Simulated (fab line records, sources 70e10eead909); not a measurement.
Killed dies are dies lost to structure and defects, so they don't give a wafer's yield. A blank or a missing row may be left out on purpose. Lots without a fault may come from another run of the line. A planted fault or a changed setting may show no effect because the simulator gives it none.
fab line records | flow nand_harc
record lots=12 wafers=36 last_day=33
route steps=1302 shown A_BONDPAD@1222 THIN_TSV@1250 END@1302
lots that met no fault: from a run of the same line without faults
start_h: hours from the record's first day to the start of the lot's first wafer shown | wait_h: hours since the lot's step before | " the same as in the row above | L1.1+2: a row that stands for several wafers | - no value, or no start given | * or withheld: withheld | < > ~ a bound
route shown NAME@n: a module of which the file shows steps, and the number in the route of the first | usual: mean/standard deviation of fault-free wafers | same: alike in all rows | chamber/n: place in a boat | sites: the reading at each site | _std_site: their standard deviation | _edge_site: outer sites' mean less inner sites' | radius_mm: how far each site lies from the wafer's centre | mask NAME#n: copy n | behind: the tool/chamber that last shaped the wafer | hold: why the lot was held/for how many hours/how that ended | device: the transistor (n, p or np) that didn't switch | end of line: the same wafers' tests at the end of the route | a step without rows: its recipe alone | killed: dies lost to structure and defects at the first sort, not the wafer's yield | map: a wafer's dies, x killed, . not, _ none there
set.NAME: the setting as run; set.NAME@STEP: as run at that earlier step | model.NAME: the simulator's own value behind a step, which no gauge read
steps of the route over a sample of lots; a table a step, a row a wafer
services: from which hour (start_h, from the record's first day; less than 0 if before it) a tool's chamber was out of use, for how many hours, and why
## steps
# step NHARC_A_BONDPAD_STRIP_15
# recipe o2_flow_sccm=500 ar_flow_sccm=0 bias_w=0 chemistry=O2
# usual chamber_pressure_mTorr=60.00/0.055 drypump_motor_current_A=5.6/0.43 oes_product_au=1.001/0.011 rf_vpp_V=57.6/0.89 showerhead_plenum_p_Torr=3.52/0.19 throttle_valve_pct=17.037/0.0084
# columns lot.wafer tool chamber start_h wait_h chamber_pressure_mTorr drypump_motor_current_A oes_product_au rf_hours_counter_h rf_vpp_V showerhead_plenum_p_Torr throttle_valve_pct
L858.3 rie_diel-03 2 544.59 0.1 60.00 5.4 0.985 12 57.7 3.27 17.032
L858.2 " 3 " " 60.01 5.5 1.019 10 58.4 3.71 17.029
L858.4 " 0 " " 59.92 5.7 0.989 12 57.7 3.31 17.041
L860.1 rie_diel-13 0 545.80 0.1 59.90 5.8 1.004 1 57.6 3.39 17.046
L860.6 " 3 " " 59.81 6.1 1.019 - 56.5 3.38 17.045
L860.5 " 0 " " 60.02 5.8 1.005 - 56.8 3.39 17.039
L859.3 rie_diel-13 0 550.91 0.1 59.97 5.8 1.000 1 57.8 3.39 17.031
L859.2 " 1 " " 59.91 5.2 1.021 1 58.0 3.72 17.028
L859.5 " 0 " " 60.05 5.8 0.991 - 57.4 3.39 17.029
L862.2 rie_diel-02 3 593.42 0.1 60.08 6.1 1.002 3 56.6 3.34 17.042
L862.5 " 3 " " 60.01 6.1 1.002 - 57.3 3.34 17.032
L862.4 " 1 " " 59.95 6.1 0.993 - 57.7 3.31 17.024
L863.2 rie_diel-02 2 598.76 0.1 59.91 4.8 0.990 4 57.2 3.42 17.048
L863.4 " 3 " " 60.10 6.1 1.012 - 56.6 3.34 17.037
L863.5 " 1 " " 59.97 6.0 0.996 - 57.4 3.31 17.029
L861.1 rie_diel-13 3 601.87 0.1 60.07 6.1 0.986 2 58.8 3.38 17.034
L861.6 " 2 " " 59.97 6.2 1.016 - 57.6 3.67 17.045
L861.5 " 3 " " 59.98 6.1 0.998 - 58.0 3.38 17.045
L864.3 rie_diel-13 0 602.76 0.1 60.05 5.8 1.001 3 56.2 3.38 17.036
L864.4 " 1 " " 59.99 5.2 1.005 3 59.5 3.72 17.042
L864.6 " 0 " " 59.92 5.8 1.001 - 56.6 3.38 17.024
L868.4 rie_diel-03 3 631.96 0.1 60.00 5.5 1.002 29 58.9 3.70 17.046
L868.3 " 1 " " 60.01 5.0 0.973 30 57.1 3.54 17.037
L868.2 " 2 " " 60.05 5.4 0.989 28 57.0 3.27 17.042
L869.4 rie_diel-02 1 642.44 0.1 60.00 6.1 1.004 20 57.6 3.30 17.027
L869.1 " 2 " " 60.02 4.8 0.979 18 57.4 3.42 17.041
L869.5 " 3 " " 60.01 6.0 1.000 - 55.0 3.33 17.026
L873.2 rie_diel-03 2 685.46 0.1 59.91 5.4 1.006 6 59.4 3.80 17.022
L873.1 " 3 " " 59.95 5.5 1.020 6 56.5 3.70 17.043
L873.3 " 1 " " 59.99 5.0 1.005 5 56.6 3.54 17.031
L876.4 rie_diel-03 1 720.05 0.1 59.94 5.0 1.001 13 56.9 3.54 17.034
L876.1 " 2 " " 59.91 5.4 1.003 15 57.8 3.80 17.027
L876.2 " 3 " " 60.05 5.4 1.007 15 58.9 3.69 17.049
L880.1 rie_diel-03 2 751.41 0.1 60.04 5.4 0.993 19 58.3 3.80 17.039
L880.2 " 0 " " 60.08 5.7 1.001 17 57.6 3.29 17.043
L880.3 " 1 " " 60.06 5.0 0.992 15 58.0 3.54 17.022
# step NHARC_THIN_TSV_DEP_43
# recipe target_thk_a=13285 temp_c=withheld pressure_torr=6.5 rf_w=900 teos_flow_sccm=161.4 flow_sccm=2650 target_thk_nm=1328.5 gas=O2 material=SiO2
# usual throttle_valve_pct=16.1/0.48
# columns lot.wafer tool chamber start_h wait_h throttle_valve_pct
L860.1 pecvd-01 0 577.75 - 16.3
L860.5 " 2 " " 16.6
L860.6 " 1 " " 16.4
L858.2 pecvd-04 0 578.89 - 15.8
L858.3 " 1 " " 16.6
L858.4 " 2 " " 16.3
L859.3 pecvd-03 1 581.29 - 15.4
L859.2 " 2 " " 15.7
L859.5 " 0 " " 15.9
L862.2 pecvd-01 2 606.99 - 16.0
L862.4 " 0 " " 16.4
L862.5 " 1 " " 16.8
L863.2 pecvd-03 0 612.78 - 15.6
L863.5 " 0 " " 15.6
L863.4 " 1 " " 15.6
L861.1 pecvd-03 1 613.98 - 15.5
L861.6 " 0 " " 16.1
L861.5 " 2 " " 15.8
L864.3 pecvd-01 1 616.43 - 16.4
L864.6 " 1 " " 16.4
L864.4 " 2 " " 16.4
L868.2 pecvd-01 2 647.33 - 16.6
L868.3 " 0 " " 16.2
L868.4 " 1 " " 16.4
L869.1 pecvd-01 0 656.95 - 16.2
L869.5 " 0 " " 16.0
L869.4 " 2 " " 16.7
L873.1 pecvd-01 1 698.09 - 16.0
L873.2 " 2 " " 16.1
L873.3 " 0 " " 15.8
L876.1 pecvd-04 1 735.88 - 17.2
L876.2 " 0 " " 15.5
L876.4 " 1 " " 17.2
L880.3 pecvd-01 1 764.85 - 16.3
L880.2 " 2 " " 16.3
L880.1 " 0 " " 15.7
# step NHARC_THIN_TSV_PRE_CLEAN_50
# recipe time_s=30 temp_c=280 gas=H2/He
# usual heater_power_w=402/24 susceptor_temp_C=279.98/0.19
# columns lot.wafer tool chamber start_h wait_h heater_power_w susceptor_temp_C
L860.1 pvd_sputter-01 - - - 388 279.87
L860.6 " - " " 380 279.76
L860.5 " - " " 390 279.80
L858.2 pvd_sputter-02 - - - 404 -
L858.3 " - " " 382 -
L858.4 " - " " 350 -
L859.2 pvd_sputter-03 - - - 396 280.08
L859.3 " - " " 406 280.48
L859.5 " - " " 402 279.97
L862.2 pvd_sputter-03 - - - 397 280.21
L862.4 " - " " 398 279.91
L862.5 " - " " 399 280.24
L863.4 pvd_sputter-02 - - - 351 280.11
L863.2 " - " " 375 280.09
L863.5 " - " " 411 280.12
L861.1 pvd_sputter-03 - - - 400 280.13
L861.6 " - " " 405 279.92
L861.5 " - " " 401 279.92
L864.3 pvd_sputter-01 - - - 422 -
L864.4 " - " " 403 -
L864.6 " - " " 418 -
L868.2 pvd_sputter-01 - - - 421 280.05
L868.4 " - " " 400 280.33
L868.3 " - " " 413 279.64
L869.4 pvd_sputter-01 - - - 402 280.07
L869.1 " - " " 450 279.83
L869.5 " - " " 405 280.26
L873.1 pvd_sputter-03 - - - 377 280.27
L873.2 " - " " 384 280.29
L873.3 " - " " 391 279.87
L876.4 pvd_sputter-01 - - - 424 280.00
L876.2 " - " " 410 279.77
L876.1 " - " " 397 280.19
L880.3 pvd_sputter-03 - - - 427 280.08
L880.1 " - " " 405 280.21
L880.2 " - " " 399 279.93
# step NHARC_THIN_TSV_DESCUM_35
# recipe time_s=3 o2_flow_sccm=200 ar_flow_sccm=0 bias_power_w=0 chemistry=O2
# usual chamber_pressure_mTorr=60.00/0.055 drypump_motor_current_A=5.9/0.37 oes_product_au=1.006/0.012 rf_vpp_V=57.8/0.84 showerhead_plenum_p_Torr=1.90/0.091 throttle_valve_pct=11.310/0.0081
# columns lot.wafer tool chamber start_h wait_h chamber_pressure_mTorr drypump_motor_current_A oes_product_au rf_hours_counter_h rf_vpp_V showerhead_plenum_p_Torr throttle_valve_pct
L860.1 rie_diel-10 2 584.67 - 59.94 5.5 1.008 7.9 56.6 1.88 11.310
L860.5 " 3 " " 60.03 5.9 0.992 - 58.8 1.97 11.321
L860.6 " 0 " " 60.02 5.9 1.028 - 57.0 1.94 11.309
L858.4 rie_diel-08 0 585.84 - 60.00 5.7 1.012 1.3 59.0 1.97 11.309
L858.2 " 1 " " 60.05 6.0 1.025 1.4 57.3 1.87 11.319
L858.3 " 2 " " 59.93 5.8 0.997 1.5 58.0 1.94 11.302
L859.2 rie_diel-01 0 588.25 - 59.92 6.0 1.013 1.9 59.1 1.99 11.321
L859.3 " 1 " " 60.01 5.4 1.002 1.8 59.1 2.04 11.306
L859.5 " 0 " " 60.00 6.0 1.015 - 57.2 1.99 11.304
L862.2 rie_diel-01 3 614.10 - 59.92 6.2 1.022 4.3 57.3 1.85 11.307
L862.4 " 2 " " 59.95 6.6 1.013 3.1 57.8 1.78 11.299
L862.5 " 3 " " 59.95 6.2 1.028 - 58.7 1.85 11.305
L863.2 rie_diel-08 2 619.57 - 59.97 5.8 0.988 2.8 58.4 1.94 11.301
L863.4 " 0 " " 59.99 5.7 1.003 2.5 57.7 1.97 11.304
L863.5 " 1 " " 59.93 6.0 1.022 - 57.8 1.87 11.321
L861.1 rie_diel-01 1 620.74 - 59.97 5.5 1.023 3.9 58.3 2.04 11.314
L861.6 " 2 " " 59.94 6.6 1.008 - 57.6 1.78 11.301
L861.5 " 3 " " 60.04 6.2 1.028 - 57.9 1.85 11.316
L864.3 rie_diel-08 3 623.18 - 59.93 5.7 1.018 1.7 56.9 1.79 11.307
L864.4 " 1 " " 60.00 6.0 1.011 2.7 57.6 1.87 11.318
L864.6 " 2 " " 60.10 5.8 0.997 - 57.8 1.94 11.302
L868.3 rie_diel-01 0 654.46 - 59.99 6.0 0.991 6.7 60.5 1.99 11.307
L868.2 " 2 " " 59.98 6.6 0.990 6.2 57.0 1.78 11.303
L868.4 " 2 " " 59.95 6.6 0.997 - 56.9 1.78 11.316
L869.1 rie_diel-01 2 663.85 - 60.04 6.6 0.992 7.4 58.3 1.78 11.311
L869.4 " 1 " " 60.02 5.4 1.009 - 58.8 2.04 11.314
L869.5 " 2 " " 59.90 6.6 0.996 - 58.9 1.78 11.314
L873.1 rie_diel-10 3 705.62 - 59.99 5.9 1.016 6.3 57.8 1.97 11.306
L873.3 " 0 " " 60.01 5.9 0.999 5.8 59.2 1.94 11.314
L873.2 " 2 " " 60.04 5.5 1.006 5.6 56.3 1.88 11.293
L876.1 rie_diel-10 1 743.11 - 59.96 5.4 1.020 7.3 57.3 1.78 11.313
L876.2 " 2 " " 59.98 5.5 0.995 8.0 57.3 1.88 11.305
L876.4 " 1 " " 60.08 5.4 1.017 - 57.5 1.78 11.306
L880.2 rie_diel-08 2 771.64 - 59.97 5.8 0.990 2.3 58.2 1.94 11.302
L880.3 " 3 " " 60.01 5.6 1.006 2.5 57.3 1.79 11.301
L880.1 " 0 " " 60.05 5.7 0.994 1.8 58.5 1.97 11.298
# step NHARC_END_SORT_01
# recipe temp_c=25
# usual defect_limited_yield=91/3.1 killed_at_array=59/21 killed_at_other=1.0/1.1 killed_at_periphery=4.0/2.6 killed_dies=64/21 killed_open=3.2/1.7 killed_short=2.5/1.5
# same gross_dies=677
# columns lot.wafer tool chamber start_h wait_h defect_limited_yield[%] killed_at_array killed_at_other killed_at_periphery killed_dies killed_open killed_short
L864.3 prober-01 0 638.70 3.1 78 147 0 3 150 5 0
L864.4 prober-01 0 639.51 3.4 81 128 0 2 130 2 1
L864.6 prober-01 0 641.11 4.0 79 137 0 4 141 2 3
# killed by level:class
L864.3 A_BONDPAD:unspecified=91 A_CHANNEL_HOLE_D1:chamber_film_flake=23 A_CHANNEL_HOLE_D2:chamber_film_flake=19 A_STAIRCASE:chamber_film_flake=3 P_ZERO_WELL:chamber_film_flake=2 A_ZERO_WELL:chamber_film_flake=2 A_WL_FILL:chamber_film_flake=2 P_M2:geometric_particle:open=1
L864.4 A_BONDPAD:unspecified=67 A_CHANNEL_HOLE_D2:chamber_film_flake=27 A_CHANNEL_HOLE_D1:chamber_film_flake=21 A_WL_FILL:chamber_film_flake=3 P_ZERO_WELL:chamber_film_flake=2 A_STAIRCASE:chamber_film_flake=2 A_ONON_D2:geometric_particle:open=1 A_CHANNEL_FILL_D2:geometric_particle:short=1
L864.6 A_BONDPAD:unspecified=88 A_CHANNEL_HOLE_D2:chamber_film_flake=19 A_CHANNEL_HOLE_D1:chamber_film_flake=18 A_WL_FILL:chamber_film_flake=3 P_CONTACT:chamber_film_flake=2 A_STAIRCASE:chamber_film_flake=2 A_ONON_D1:geometric_particle:short=1 A_CHANNEL_FILL_D1:geometric_particle:short=1
## services
# columns tool chamber start_h hours kind
pvd_sputter-03 - 526.11 10.0 pm
pvd_sputter-01 - 534.72 7.0 repair
rie_diel-08 0 539.60 12.1 repair
rie_diel-13 1 539.78 3.1 repair
rie_diel-08 3 543.47 12.1 repair
rie_diel-08 - 544.80 9.0 pm
rie_diel-01 0 555.35 1.4 repair
rie_diel-01 - 557.80 9.0 pm
pvd_sputter-01 - 582.01 10.0 pm
rie_diel-01 2 585.60 7.8 repair
rie_diel-03 2 606.07 3.8 repair
pvd_sputter-01 - 614.95 0.8 repair
rie_diel-03 - 635.33 9.0 pm
rie_diel-01 3 637.68 29.2 repair
rie_diel-08 0 646.73 6.9 repair
rie_diel-01 0 662.68 1.5 repair
pecvd-01 - 673.38 13.0 pm
pvd_sputter-03 - 704.11 10.0 pm
rie_diel-01 1 721.26 5.0 repair
rie_diel-03 1 722.97 7.2 repair
rie_diel-01 - 734.80 9.0 pm
pecvd-01 2 754.74 3.1 repair
rie_diel-01 1 758.54 9.4 repair
pvd_sputter-01 - 760.01 10.0 pm
## key
first_sign step=NHARC_END_SORT_01 reading=killed_at_array direction=up sigmas=3.7 usual=59 struck=137
effect step=NHARC_END_SORT_01 reading=defect_limited_yield direction=down sigmas=3.6 usual=91 struck=79
more_kills_born_at NHARC_A_BONDPAD_STRIP_15@rie_diel-13=244
met_at NHARC_A_BONDPAD_STRIP_15
struck_lots L864
not_acting_at NHARC_THIN_TSV_DEP_43,NHARC_THIN_TSV_PRE_CLEAN_50,NHARC_THIN_TSV_DESCUM_35
onset_between 601.87 602.76
fault kind=chamber_particle_source tool=rie_diel-13 chamber=- onset_h=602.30 steps=NHARC_A_BONDPAD_STRIP_15 rate_per_visit_cm2=1.935
